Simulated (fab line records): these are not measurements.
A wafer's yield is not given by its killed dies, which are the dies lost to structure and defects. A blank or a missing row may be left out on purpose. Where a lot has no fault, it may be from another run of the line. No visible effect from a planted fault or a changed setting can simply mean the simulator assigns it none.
Matching of chambers | flow nand_harc | NHARC_A_STAIRCASE_DEP_259 on pecvd-03: 3 sister chambers
The step deposits SiON, target thk 30 nm. 3 wafers are shown with their chamber, then 9 later ones without.

## WAFERS WITH THEIR CHAMBER
wafer  | chamber | heater_power_w (W)
L086.1 | 2       | 891
L086.3 | 0       | 757
L086.6 | 1       | 792

## WAFERS MISSING THEIR CHAMBER
wafer  | heater_power_w (W)
L089.1 | 686
L089.3 | 811
L089.6 | 701
L093.1 | 907
L093.5 | 902
L093.6 | 757
L097.2 | 800
L097.4 | 879
L097.5 | 821

## CHAMBER TAKEN BY EACH
wafer  | from the rows above          | in truth
L089.1 | can't be placed: 0 or 1      | 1
L089.3 | can't be placed: 1 or 0 or 2 | 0
L089.6 | can't be placed: 0 or 1      | 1
L093.1 | 2                            | 2
L093.5 | 2                            | 2
L093.6 | can't be placed: 0 or 1      | 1
L097.2 | can't be placed: 1 or 0      | 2
L097.4 | 2                            | 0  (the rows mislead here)
L097.5 | can't be placed: 1 or 0 or 2 | 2
Correctly placed: 2 of 9. These rows do not allow placing 6 (true chamber among the candidates in 5). 1 placed wrongly.
How it was worked out, from the rows above alone: a wafer's distance from a chamber is the root of the sum, over the readings, of the square of ((its reading less the chamber's mean) divided by the reading's scatter). The wafer belongs to the nearest chamber; if the next one is less than 2 further off, it can't be placed. A chamber's mean is the mean of its shown wafers. The scatter: root of mean squared gap, hidden wafer to nearest shown wafer, with one shown wafer a chamber.
